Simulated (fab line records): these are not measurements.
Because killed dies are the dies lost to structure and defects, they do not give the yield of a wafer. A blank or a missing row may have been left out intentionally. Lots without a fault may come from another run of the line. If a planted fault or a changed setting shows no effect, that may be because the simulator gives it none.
fab line records	flow n5Finfet
record: lots: 7	wafers: 21
route steps=1938 shown BEOL_M1@755 BEOL_M2@881 BEOL_M3@959 BEOL_M4@1025 BEOL_M5@1141 BEOL_M6@1212
startH: hours from the record's opening day to when the first of the lot's shown wafers began	waitH: hours elapsed since this lot's preceding step	" identical to the entry in the row above	L1.1+2: a row that stands for several wafers	- no value, or no start was given	* or withheld: withheld	< > ~ a bound
route shown NAME@n: a module of which the file shows steps, and the number in the route of the first	usual: average and standard deviation across the fault-free wafers	same: alike in all rows	chamber/n: place in a boat	sites: readings site by site	_std_site: their standard deviation	_edge_site: outer sites' mean less inner sites'	radiusMm: for every site, how far away it sits from the centre of the wafer	mask NAME#n: copy n	behind: the most recent tool/chamber to have shaped the wafer	hold: the reason the lot was held/the length of the hold in hours/how it ended	device: transistor that didn't switch, given as n, p or np	end of line: the same wafers' tests at the end of the route	where a step has no rows: the recipe by itself	killed: dies lost to structure and defects at the first sort, not the wafer's yield	map: a wafer's dies, x killed, . not, _ none there
set.NAME: the setting the step ran with; set.NAME@STEP: the setting that earlier step ran with	model.NAME: the simulator's own value behind a step, which no gauge read
one table per step and one row per wafer, for lots whose settings were changed on purpose
== steps ==
step: N5_BEOL_M1_COAT_61
recipe: resist: SOC	tempC: 250	timeS: 60	spinRpm: 1500	resistThkNm: 60
lot.wafer	tool	chamber	startH	waitH	set.spinRpm	model.SOC_of_BEOL_M1_COAT_61.thkNm
L076.3	lithoTrack-01	0	139.08	0.1	1500	60.2
L076.4	"	0	"	"	1634	57.4
L076.6	"	0	"	"	1634	57.6
L079.1	lithoTrack-01	0	152.58	0.1	1500	60
L079.4+6	"	0	"	"	1500	60.2
L086.1	lithoTrack-02	0	200.12	0.1	1544	59.4
L086.2	"	0	"	"	1544	59.2
L086.3	"	0	"	"	1500	59.8
L091.1+4	lithoTrack-02	0	230.11	0.1	1500	59.8
L091.2	"	0	"	"	1629	57.4
L092.2	lithoTrack-02	0	236.66	0.1	1340	63.6
L092.4	"	0	"	"	1500	59.8
L092.6	"	0	"	"	1500	60
L094.1+2	lithoTrack-05	0	245.28	0.1	1500	60
L094.6	"	0	"	"	1500	60.2
L096.1+2	lithoTrack-01	0	259.93	0.1	1500	60
L096.6	"	0	"	"	1667	57
step: N5_BEOL_M1_COAT_62
recipe: resist: SiARC	tempC: 220	timeS: 60	spinRpm: 1500	resistThkNm: 12
step: N5_BEOL_M1_COAT_73
recipe: resist: underlayer	tempC: 205	timeS: 60	spinRpm: 1500	resistThkNm: 5
step: N5_BEOL_M1_ETCH_74
recipe: chemistry: N2/H2	target: underlayer	targetDepthA: 65	maskMaterial: CAR-EUV	timeS: 5.2	ionEnergyEv: 200	pressureMtorr: 30	sourceW: 840	biasW: 150	n2FlowSccm: 200	h2FlowSccm: 200	ends: cleared
step: N5_BEOL_M1_ETCH_63
recipe: chemistry: CF4	target: SiARC	targetDepthA: 156	maskMaterial: CAR-EUV	timeS: 26	ionEnergyEv: 80	pressureMtorr: 40	sourceW: 545	biasW: 36	Ar_flow_sccm: 100	cf4FlowSccm: 100	ends: cleared
step: N5_BEOL_M1_ETCH_64
recipe: chemistry: N2/H2	target: SOC	targetDepthA: 750	overetchA: 150	maskMaterial: SiARC	tempC: 40	timeS: 112.5	ionEnergyEv: 200	pressureMtorr: 30	sourceW: 840	biasW: 150	n2FlowSccm: 200	h2FlowSccm: 200
lot.wafer	tool	chamber	startH	waitH	set.spinRpm@BEOL_M1_COAT_61	model.etch.depthNm
L076.3	rieDiel-03	0	139.69	0.0	1500	60.2
L076.4	"	1	"	"	1634	57.49
L076.6	"	2	"	"	1634	57.59
L079.1	rieDiel-03	2	153.04	0.0	1500	59.96
L079.4	"	1	"	"	1500	60.18
L079.6	"	1	"	"	1500	60.12
L086.1	rieDiel-03	1	200.71	0.0	1544	59.33
L086.2	"	3	"	"	1544	59.21
L086.3	"	0	"	"	1500	59.84
L091.1	rieDiel-04	3	231.51	0.0	1500	59.71
L091.2	"	2	"	"	1629	57.35
L091.4	"	1	"	"	1500	59.84
L092.2	rieDiel-06	2	237.38	0.0	1340	63.69
L092.4	"	3	"	"	1500	59.82
L092.6	"	3	"	"	1500	59.91
L094.1	rieDiel-06	2	245.87	0.0	1500	60.08
L094.2	"	1	"	"	1500	60.05
L094.6	"	1	"	"	1500	60.13
L096.1	rieDiel-03	3	260.52	0.0	1500	60.03
L096.2	"	0	"	"	1500	60.05
L096.6	"	2	"	"	1667	57.1
step: N5_BEOL_M1_STRIP_65
recipe: chemistry: N2/H2	tempC: 40	n2FlowSccm: 200	h2FlowSccm: 200	rfFrequencyHz: 6e+07
step: N5_BEOL_M1_STRIP_75
recipe: chemistry: N2/H2	tempC: 40	n2FlowSccm: 200	h2FlowSccm: 200	rfFrequencyHz: 6e+07
step: N5_BEOL_M1_STRIP_66
recipe: chemistry: CF4	resist: SiARC	powerW: 300	biasPowerW: 75	pressureMtorr: 50	cf4FlowSccm: 150	rfFrequencyHz: 6e+07
step: N5_BEOL_M1_HM_OPEN_17
recipe: chemistry: Cl2/BCl3	targetDepthA: 200	overetchA: 60	target: TiN	maskMaterial: SOC	ionEnergyEv: 150	pressureMtorr: 10	icpW: 1000	biasW: 126	Cl2_flow_sccm: 53.25	bcl3FlowSccm: 21.75	Ar_flow_sccm: 25
lot.wafer	tool	chamber	startH	waitH	set.spinRpm@BEOL_M1_COAT_61	model.SOC_of_BEOL_M1_COAT_61.thkNm
L076.3	rieMetal-03	1	139.88	0.1	1500	51.8
L076.4	"	0	"	"	1634	49.6
L076.6	"	1	"	"	1634	49.4
L079.1	rieMetal-01	0	153.21	0.0	1500	51.8
L079.4	"	1	"	"	1500	52.2
L079.6	"	1	"	"	1500	52
L086.1	rieMetal-02	1	200.88	0.0	1544	51.4
L086.2	"	0	"	"	1544	51.6
L086.3	"	0	"	"	1500	52
L091.1	rieMetal-02	0	231.67	0.0	1500	52
L091.2	"	1	"	"	1629	49.4
L091.4	"	0	"	"	1500	52.2
L092.2	rieMetal-03	0	237.56	0.0	1340	55.8
L092.4	"	1	"	"	1500	51.6
L092.6	"	0	"	"	1500	52
L094.1+6	rieMetal-01	0	246.04	0.0	1500	52
L094.2	"	1	"	"	1500	52.2
L096.1	rieMetal-02	1	260.69	0.0	1500	52.2
L096.2	"	0	"	"	1500	52.4
L096.6	"	1	"	"	1667	49.2
step: N5_BEOL_M2_ETCH_69
recipe: chemistry: CF4	target: SiARC	targetDepthA: 156	maskMaterial: CAR-EUV	timeS: 26	ionEnergyEv: 80	pressureMtorr: 40	sourceW: 545	biasW: 36	Ar_flow_sccm: 100	cf4FlowSccm: 100	ends: cleared
usual: rfVppV: 184.5/1
lot.wafer	tool	chamber	startH	waitH	set.biasW	rfVppV
L076.3	rieDiel-02	3	152.77	0.0	36	184.3
L076.4	"	2	"	"	36	185.3
L076.6	"	1	"	"	36	185.3
L079.1	rieDiel-01	2	164.65	0.0	36	186.3
L079.4	"	1	"	"	36	185.4
L079.6	"	0	"	"	36	184.1
L086.1	rieDiel-02	0	216.84	0.0	36	183.9
L086.2	"	3	"	"	36	183.3
L086.3	"	1	"	"	40.24	198.5
L091.1	rieDiel-02	3	243.36	0.0	33.53	176.6
L091.2	"	0	"	"	33.53	175.5
L091.4	"	1	"	"	36	184.2
L092.2	rieDiel-02	1	248.70	0.0	36	184.4
L092.4	"	3	"	"	36	185.1
L092.6	"	2	"	"	31.17	169.5
L094.1	rieDiel-02	1	256.81	0.0	36	184.8
L094.2	"	0	"	"	41.19	203.0
L094.6	"	1	"	"	41.19	202.5
L096.1	rieDiel-05	3	278.56	0.0	31.47	170.0
L096.2	"	2	"	"	31.47	168.8
L096.6	"	0	"	"	36	184.9
step: N5_BEOL_M2_ETCH_70
recipe: chemistry: N2/H2	target: SOC	targetDepthA: 800	overetchA: 240	maskMaterial: SiARC	tempC: 40	timeS: 130	ionEnergyEv: 200	pressureMtorr: 30	sourceW: 840	biasW: 150	n2FlowSccm: 200	h2FlowSccm: 200
usual: rfVppV: 525.1/2.4
lot.wafer	tool	chamber	startH	waitH	set.biasW	rfVppV
L076.3	rieDiel-01	3	153.93	0.0	150	524.6
L076.4	"	1	"	"	150	528.6
L076.6	"	1	"	"	150	526.8
L079.1	rieDiel-01	2	169.11	0.0	150	526.5
L079.4	"	1	"	"	150	529.7
L079.6	"	3	"	"	150	524.2
L086.1	rieDiel-02	2	225.62	0.0	150	527.8
L086.2	"	1	"	"	150	526.8
L086.3	"	0	"	"	150	524.2
L091.1	rieDiel-02	3	245.85	0.0	150	525.3
L091.2	"	1	"	"	150	526.8
L091.4	"	0	"	"	150	522.1
L092.2	rieDiel-02	1	250.03	0.0	150	526.8
L092.4	"	0	"	"	150	523.7
L092.6	"	3	"	"	150	523.4
L094.1	rieDiel-01	2	259.68	0.0	150	523.2
L094.2	"	1	"	"	150	528.5
L094.6	"	3	"	"	167.5	562.0
L096.1	rieDiel-01	0	280.65	0.0	133.1	487.8
L096.2	"	1	"	"	133.1	490.3
L096.6	"	3	"	"	150	523.4
step: N5_BEOL_M3_COAT_76
recipe: resist: underlayer	tempC: 205	timeS: 60	spinRpm: 1500	resistThkNm: 5
lot.wafer	tool	chamber	startH	waitH	set.spinRpm
L076.3+6	lithoTrack-04	0	-	-	1500
L076.4	"	0	"	"	1664
L079.1+4+6	lithoTrack-01	0	-	-	1500
L086.1+2+3	lithoTrack-04	0	-	-	1500
L091.1+4	lithoTrack-02	0	-	-	1578
L091.2	"	0	"	"	1500
L092.2+4+6	lithoTrack-01	0	-	-	1500
L094.1+2+6	lithoTrack-02	0	-	-	1500
L096.1+2+6	lithoTrack-04	0	-	-	1500
step: N5_BEOL_M3_COAT_22
recipe: resist: CAR-EUV	spinRpm: 1500	resistThkNm: 30
step: N5_BEOL_M3_EBR_24
recipe: solvent: PGMEA	ebrWidthMm: 1.5
step: N5_BEOL_M3_DESCUM_33
recipe: chemistry: O2	timeS: 7	sourcePowerW: 50	biasPowerW: 20	pressureMtorr: 20	rfFrequencyHz: 2.712e+07	tempC: 40	resist: CAR-EUV	o2FlowSccm: 225
step: N5_BEOL_M3_ETCH_77
recipe: chemistry: N2/H2	target: underlayer	targetDepthA: 65	maskMaterial: CAR-EUV	timeS: 5.2	ionEnergyEv: 200	pressureMtorr: 30	sourceW: 840	biasW: 150	n2FlowSccm: 200	h2FlowSccm: 200	ends: cleared
lot.wafer	tool	chamber	startH	waitH	set.spinRpm@BEOL_M3_COAT_76	model.etch.depthNm
L076.3	rieDiel-04	1	168.68	0.0	1500	4.978
L076.4	"	3	"	"	1664	4.727
L076.6	"	0	"	"	1500	4.974
L079.1	rieDiel-04	2	176.53	0.0	1500	4.998
L079.4	"	1	"	"	1500	4.993
L079.6	"	1	"	"	1500	4.982
L086.1	rieDiel-03	2	231.67	0.0	1500	4.993
L086.2	"	1	"	"	1500	5
L086.3	"	0	"	"	1500	4.997
L091.1	rieDiel-06	1	252.33	0.0	1578	4.87
L091.2	"	2	"	"	1500	5.01
L091.4	"	3	"	"	1578	4.893
L092.2	rieDiel-04	2	257.76	0.0	1500	5.01
L092.4	"	3	"	"	1500	5.014
L092.6	"	2	"	"	1500	4.991
L094.1	rieDiel-06	3	265.67	0.0	1500	5.014
L094.2	"	2	"	"	1500	5.012
L094.6	"	0	"	"	1500	5.004
L096.1	rieDiel-06	2	289.60	0.0	1500	5.03
L096.2	"	0	"	"	1500	5.026
L096.6	"	2	"	"	1500	5.018
step: N5_BEOL_M4_COAT_61
recipe: resist: SOC	tempC: 250	timeS: 60	spinRpm: 1500	resistThkNm: 60
lot.wafer	tool	chamber	startH	waitH	set.spinRpm	model.SOC_of_BEOL_M4_COAT_61.thkNm
L076.3	lithoTrack-03	0	177.03	0.1	1585	58
L076.4	"	0	"	"	1500	59.8
L076.6	"	0	"	"	1500	59.6
L079.1+4	lithoTrack-02	0	181.84	0.1	1500	60.2
L079.6	"	0	"	"	1500	60
L086.1+3	lithoTrack-05	0	237.61	0.1	1339	63.6
L086.2	"	0	"	"	1500	60.2
L091.1	lithoTrack-03	0	263.25	0.1	1336	63.2
L091.2	"	0	"	"	1500	59.6
L091.4	"	0	"	"	1500	59.8
L092.2	lithoTrack-02	0	264.47	0.1	1500	60.2
L092.4+6	"	0	"	"	1383	62.6
L094.1+2	lithoTrack-05	0	278.70	0.1	1500	60.2
L094.6	"	0	"	"	1500	60.4
L096.1+6	lithoTrack-02	0	299.81	0.1	1500	60
L096.2	"	0	"	"	1382	62.4
step: N5_BEOL_M4_COAT_62
recipe: resist: SiARC	tempC: 220	timeS: 60	spinRpm: 1500	resistThkNm: 12
step: N5_BEOL_M4_COAT_73
recipe: resist: underlayer	tempC: 205	timeS: 60	spinRpm: 1500	resistThkNm: 5
step: N5_BEOL_M4_ETCH_74
recipe: chemistry: N2/H2	target: underlayer	targetDepthA: 65	maskMaterial: CAR-EUV	timeS: 5.2	ionEnergyEv: 200	pressureMtorr: 30	sourceW: 840	biasW: 150	n2FlowSccm: 200	h2FlowSccm: 200	ends: cleared
step: N5_BEOL_M4_ETCH_63
recipe: chemistry: CF4	target: SiARC	targetDepthA: 156	maskMaterial: CAR-EUV	timeS: 26	ionEnergyEv: 80	pressureMtorr: 40	sourceW: 545	biasW: 36	Ar_flow_sccm: 100	cf4FlowSccm: 100	ends: cleared
step: N5_BEOL_M4_ETCH_64
recipe: chemistry: N2/H2	target: SOC	targetDepthA: 750	overetchA: 225	maskMaterial: SiARC	tempC: 40	timeS: 121.9	ionEnergyEv: 200	pressureMtorr: 30	sourceW: 840	biasW: 150	n2FlowSccm: 200	h2FlowSccm: 200
lot.wafer	tool	chamber	startH	waitH	set.spinRpm@BEOL_M4_COAT_61	model.etch.depthNm
L076.3	rieDiel-02	2	177.63	0.0	1585	58
L076.4	"	1	"	"	1500	59.79
L076.6	"	2	"	"	1500	59.69
L079.1	rieDiel-02	2	182.82	0.0	1500	60.21
L079.4	"	2	"	"	1500	60.17
L079.6	"	2	"	"	1500	60.01
L086.1	rieDiel-05	3	238.49	0.0	1339	63.69
L086.2	"	2	"	"	1500	60.28
L086.3	"	0	"	"	1339	63.65
L091.1	rieDiel-01	0	264.20	0.0	1336	63.24
L091.2	"	2	"	"	1500	59.61
L091.4	"	1	"	"	1500	59.82
L092.2	rieDiel-01	0	264.94	0.0	1500	60.16
L092.4	"	3	"	"	1383	62.64
L092.6	"	2	"	"	1383	62.66
L094.1	rieDiel-02	1	279.85	0.0	1500	60.18
L094.2	"	2	"	"	1500	60.19
L094.6	"	1	"	"	1500	60.34
L096.1	rieDiel-02	1	300.28	0.0	1500	60.02
L096.2	"	0	"	"	1382	62.42
L096.6	"	2	"	"	1500	59.98
step: N5_BEOL_M4_STRIP_65
recipe: chemistry: N2/H2	tempC: 40	n2FlowSccm: 200	h2FlowSccm: 200	rfFrequencyHz: 6e+07
step: N5_BEOL_M4_STRIP_75
recipe: chemistry: N2/H2	tempC: 40	n2FlowSccm: 200	h2FlowSccm: 200	rfFrequencyHz: 6e+07
step: N5_BEOL_M4_STRIP_66
recipe: chemistry: CF4	resist: SiARC	powerW: 300	biasPowerW: 75	pressureMtorr: 50	cf4FlowSccm: 150	rfFrequencyHz: 6e+07
step: N5_BEOL_M4_HM_OPEN_17
recipe: chemistry: Cl2/BCl3	targetDepthA: 200	overetchA: 60	target: TiN	maskMaterial: SOC	ionEnergyEv: 150	pressureMtorr: 10	icpW: 1000	biasW: 126	Cl2_flow_sccm: 53.25	bcl3FlowSccm: 21.75	Ar_flow_sccm: 25
lot.wafer	tool	chamber	startH	waitH	set.spinRpm@BEOL_M4_COAT_61	model.SOC_of_BEOL_M4_COAT_61.thkNm
L076.3	rieMetal-02	1	177.88	0.1	1585	50.2
L076.4	"	0	"	"	1500	52.2
L076.6	"	1	"	"	1500	51.8
L079.1	rieMetal-02	0	183.07	0.0	1500	52.6
L079.4+6	"	1	"	"	1500	52.4
L086.1	rieMetal-02	0	238.67	0.0	1339	56.2
L086.2	"	1	"	"	1500	52.4
L086.3	"	0	"	"	1339	56
L091.1	rieMetal-03	1	264.37	0.0	1336	55.2
L091.2+4	"	0,1	"	"	1500	51.6
L092.2	rieMetal-01	1	265.12	0.0	1500	52.4
L092.4+6	"	1	"	"	1383	54.8
L094.1	rieMetal-01	0	280.02	0.0	1500	52
L094.2+6	"	1	"	"	1500	52.4
L096.1	rieMetal-03	0	300.45	0.0	1500	51.8
L096.2	"	1	"	"	1382	54.2
L096.6	"	0	"	"	1500	52
step: N5_BEOL_M5_COAT_74
recipe: resist: underlayer	tempC: 205	timeS: 60	spinRpm: 1500	resistThkNm: 5
lot.wafer	tool	chamber	startH	waitH	set.spinRpm
L076.3+4+6	lithoTrack-03	0	-	-	1500
L079.1+4+6	lithoTrack-04	0	-	-	1500
L086.1+2+3	lithoTrack-04	0	-	-	1500
L091.1+4	lithoTrack-01	0	-	-	1500
L091.2	"	0	"	"	1545
L092.2+4	lithoTrack-03	0	-	-	1500
L092.6	"	0	"	"	1568
L094.1	lithoTrack-04	0	-	-	1572
L094.2+6	"	0	"	"	1500
L096.1+2+6	lithoTrack-03	0	-	-	1500
step: N5_BEOL_M5_COAT_22
recipe: resist: CAR-EUV	spinRpm: 1500	resistThkNm: 30
lot.wafer	tool	chamber	startH	waitH	set.spinRpm	model.CAR-EUV_of_BEOL_M5_COAT_22.thkNm
L076.3+6	lithoTrack-03	0	-	-	1500	30
L076.4	"	0	"	"	1381	31.2
L079.1+4+6	lithoTrack-04	0	-	-	1500	30
L086.1+2+3	lithoTrack-04	0	-	-	1560	29.4
L091.1	lithoTrack-01	0	-	-	1421	30.8
L091.2	"	0	"	"	1500	30
L091.4	"	0	"	"	1500	29.8
L092.2+4+6	lithoTrack-03	0	-	-	1500	30
L094.1	lithoTrack-04	0	-	-	1640	28.6
L094.2	"	0	"	"	1500	30
L094.6	"	0	"	"	1640	28.8
L096.1+2+6	lithoTrack-03	0	-	-	1658	28.4
step: N5_BEOL_M5_EBR_24
recipe: solvent: PGMEA	ebrWidthMm: 1.5
step: N5_BEOL_M5_SOFTBAKE_23
recipe: tempC: 110	timeS: 60	resist: CAR-EUV
step: N5_BEOL_M5_DESCUM_33
recipe: chemistry: O2	timeS: 7	sourcePowerW: 50	biasPowerW: 20	pressureMtorr: 20	rfFrequencyHz: 2.712e+07	tempC: 40	resist: CAR-EUV	o2FlowSccm: 225
lot.wafer	tool	chamber	startH	waitH	set.spinRpm@BEOL_M5_COAT_22	model.CAR-EUV_of_BEOL_M5_COAT_22.thkNm
L076.3+6	rieDiel-04	1,2	188.97	0.4	1500	26.2
L076.4	"	3	"	"	1381	27.2
L079.1	rieDiel-06	0	196.15	0.0	1500	26
L079.4+6	"	2,0	"	"	1500	26.2
L086.1+2	rieDiel-06	3,1	249.20	0.2	1560	25.4
L086.3	"	2	"	"	1560	25.6
L091.1	rieDiel-06	3	291.57	0.2	1421	26.8
L091.2+4	"	1,2	"	"	1500	26
L092.2+4	rieDiel-06	3,1	294.76	0.3	1500	26
L092.6	"	2	"	"	1500	26.2
L094.1+6	rieDiel-04	0,1	294.82	0.2	1640	24.8
L094.2	"	2	"	"	1500	26
L096.1+2	rieDiel-06	3,0	320.08	0.1	1658	24.6
L096.6	"	1	"	"	1658	24.4
step: N5_BEOL_M5_ETCH_75
recipe: chemistry: N2/H2	target: underlayer	targetDepthA: 65	maskMaterial: CAR-EUV	timeS: 5.2	ionEnergyEv: 200	pressureMtorr: 30	sourceW: 840	biasW: 150	n2FlowSccm: 200	h2FlowSccm: 200	ends: cleared
lot.wafer	tool	chamber	startH	waitH	set.spinRpm@BEOL_M5_COAT_74	set.spinRpm@BEOL_M5_COAT_22	model.CAR-EUV_of_BEOL_M5_COAT_22.thkNm	model.etch.depthNm
L076.3	rieDiel-04	1	189.00	0.0	1500	1500	20.4	5
L076.4	"	3	"	"	1500	1381	21.6	5.007
L076.6	"	2	"	"	1500	1500	20.4	5.021
L079.1	rieDiel-06	0	196.18	0.0	1500	1500	20.4	4.961
L079.4	"	2	"	"	1500	1500	20.4	4.974
L079.6	"	0	"	"	1500	1500	20.4	4.966
L086.1	rieDiel-06	3	249.23	0.0	1500	1560	19.8	4.97
L086.2	"	1	"	"	1500	1560	19.6	4.967
L086.3	"	2	"	"	1500	1560	19.8	4.953
L091.1	rieDiel-06	3	291.60	0.0	1500	1421	21	4.979
L091.2	"	1	"	"	1545	1500	20.2	4.907
L091.4	"	2	"	"	1500	1500	20.2	4.991
L092.2	rieDiel-06	3	294.80	0.0	1500	1500	20.2	5.009
L092.4	"	1	"	"	1500	1500	20.4	5.017
L092.6	"	2	"	"	1568	1500	20.6	4.9
L094.1	rieDiel-04	0	294.85	0.0	1572	1640	19.2	4.879
L094.2	"	2	"	"	1500	1500	20.4	4.992
L094.6	"	1	"	"	1500	1640	19.2	5
L096.1	rieDiel-06	3	320.12	0.0	1500	1658	18.8	5.01
L096.2	"	0	"	"	1500	1658	18.8	5.011
L096.6	"	1	"	"	1500	1658	18.6	5.011
step: N5_BEOL_M6_ETCH_62
recipe: chemistry: N2/H2	target: SOC	targetDepthA: 1100	overetchA: 220	maskMaterial: SiARC	tempC: 40	timeS: 165	ionEnergyEv: 200	pressureMtorr: 30	sourceW: 840	biasW: 150	n2FlowSccm: 200	h2FlowSccm: 200
lot.wafer	tool	chamber	startH	waitH	set.timeS	model.SiARC_of_BEOL_M6_COAT_60.thkNm
L076.3+6	rieDiel-01	2	200.49	0.0	165	28.8
L076.4	"	3	"	"	165	28.6
L079.1+4	rieDiel-05	3,1	205.20	0.0	165	28
L079.6	"	0	"	"	165	27.8
L086.1	rieDiel-05	0	259.80	0.0	165	27.8
L086.2	"	1	"	"	165	28
L086.3	"	3	"	"	187.7	27.2
L091.1	rieDiel-01	3	301.98	0.0	142	29.8
L091.2	"	1	"	"	165	28.6
L091.4	"	0	"	"	165	28.2
L094.1	rieDiel-05	3	305.58	0.0	191	27.2
L094.2	"	1	"	"	165	28
L094.6	"	3	"	"	165	28.2
L092.2	rieDiel-01	2	323.04	0.0	184.9	28
L092.4+6	"	3	"	"	165	28.6
L096.1+2	rieDiel-01	1,3	330.07	0.0	165	28.6
L096.6	"	3	"	"	138.8	29.8
== key ==
split: step: N5_BEOL_M1_COAT_61	setting: spinRpm	stated: 1500	by: wafer
response: step: N5_BEOL_M1_COAT_61	reading: model.SOC_of_BEOL_M1_COAT_61.thkNm	change: -0.298	per: 1%	r: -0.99
response: step: N5_BEOL_M1_ETCH_64	reading: model.etch.depthNm	change: -0.299	per: 1%	r: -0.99
response: step: N5_BEOL_M1_HM_OPEN_17	reading: model.SOC_of_BEOL_M1_COAT_61.thkNm	change: -0.306	per: 1%	r: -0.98
split: step: N5_BEOL_M2_ETCH_69	setting: biasW	stated: 36	by: wafer
response: step: N5_BEOL_M2_ETCH_69	reading: rfVppV	change: +1.22	per: 1%	r: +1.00
split: step: N5_BEOL_M2_ETCH_70	setting: biasW	stated: 150	by: wafer
response: step: N5_BEOL_M2_ETCH_70	reading: rfVppV	change: +3.08	per: 1%	r: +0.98
split: step: N5_BEOL_M3_COAT_76	setting: spinRpm	stated: 1500	by: wafer
response: step: N5_BEOL_M3_ETCH_77	reading: model.etch.depthNm	change: -0.0232	per: 1%	r: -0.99
split: step: N5_BEOL_M4_COAT_61	setting: spinRpm	stated: 1500	by: wafer
response: step: N5_BEOL_M4_COAT_61	reading: model.SOC_of_BEOL_M4_COAT_61.thkNm	change: -0.313	per: 1%	r: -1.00
response: step: N5_BEOL_M4_ETCH_64	reading: model.etch.depthNm	change: -0.316	per: 1%	r: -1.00
response: step: N5_BEOL_M4_HM_OPEN_17	reading: model.SOC_of_BEOL_M4_COAT_61.thkNm	change: -0.324	per: 1%	r: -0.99
split: step: N5_BEOL_M5_COAT_74	setting: spinRpm	stated: 1500	by: wafer
response: step: N5_BEOL_M5_ETCH_75	reading: model.etch.depthNm	change: -0.0249	per: 1%	r: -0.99
split: step: N5_BEOL_M5_COAT_22	setting: spinRpm	stated: 1500	by: wafer
response: step: N5_BEOL_M5_COAT_22	reading: model.CAR-EUV_of_BEOL_M5_COAT_22.thkNm	change: -0.148	per: 1%	r: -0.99
response: step: N5_BEOL_M5_DESCUM_33	reading: model.CAR-EUV_of_BEOL_M5_COAT_22.thkNm	change: -0.131	per: 1%	r: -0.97
response: step: N5_BEOL_M5_ETCH_75	reading: model.CAR-EUV_of_BEOL_M5_COAT_22.thkNm	change: -0.14	per: 1%	r: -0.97
split: step: N5_BEOL_M6_ETCH_62	setting: timeS	stated: 165	by: wafer
response: step: N5_BEOL_M6_ETCH_62	reading: model.SiARC_of_BEOL_M6_COAT_60.thkNm	change: -0.0676	per: 1%	r: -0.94
